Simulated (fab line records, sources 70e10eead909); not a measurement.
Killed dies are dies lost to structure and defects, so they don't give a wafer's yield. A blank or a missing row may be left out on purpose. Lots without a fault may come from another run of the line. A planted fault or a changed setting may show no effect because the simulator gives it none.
Chamber matching | flow nand_harc | NHARC_A_STAIRCASE_TRIM_20 on rie_diel-06: 4 sister chambers
The step chemistry O2, time 211.2 s. 4 wafers are shown with their chamber, then 9 later ones without.

WAFERS WITH THEIR CHAMBER
wafer  | chamber | drypump_motor_current_A (A)
L082.6 | 0       | 5.7
L087.2 | 3       | 5.0
L090.5 | 1       | 5.2
L090.6 | 2       | 4.8

WAFERS WITHOUT THEIR CHAMBER
wafer  | drypump_motor_current_A (A)
L093.3 | 5.1
L093.4 | 5.0
L093.6 | 5.1
L094.2 | 5.0
L094.5 | 4.8
L094.6 | 5.0
L096.1 | 5.0
L096.3 | 5.2
L096.4 | 4.8

WHICH CHAMBER EACH WENT THROUGH
wafer  | from the rows above     | in truth
L093.3 | can't be placed: 3 or 1 | 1
L093.4 | 3                       | 3
L093.6 | can't be placed: 3 or 1 | 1
L094.2 | 3                       | 3
L094.5 | 2                       | 2
L094.6 | 3                       | 3
L096.1 | 3                       | 3
L096.3 | 1                       | 1
L096.4 | 2                       | 2
Placed correctly: 7 of 9. Can't be placed from these rows: 2 (the true chamber is among the candidates in 2). Placed wrongly: 0.
How it was worked out, from the rows above alone: a wafer's distance from a chamber is the root of the sum, over the readings, of the square of ((its reading less the chamber's mean) divided by the reading's scatter). The wafer belongs to the nearest chamber; if the next one is less than 2 further off, it can't be placed. A chamber's mean is the mean of its shown wafers. The scatter: with one shown wafer a chamber, the root of the mean of the squares of how far each hidden wafer lies from its nearest shown one.
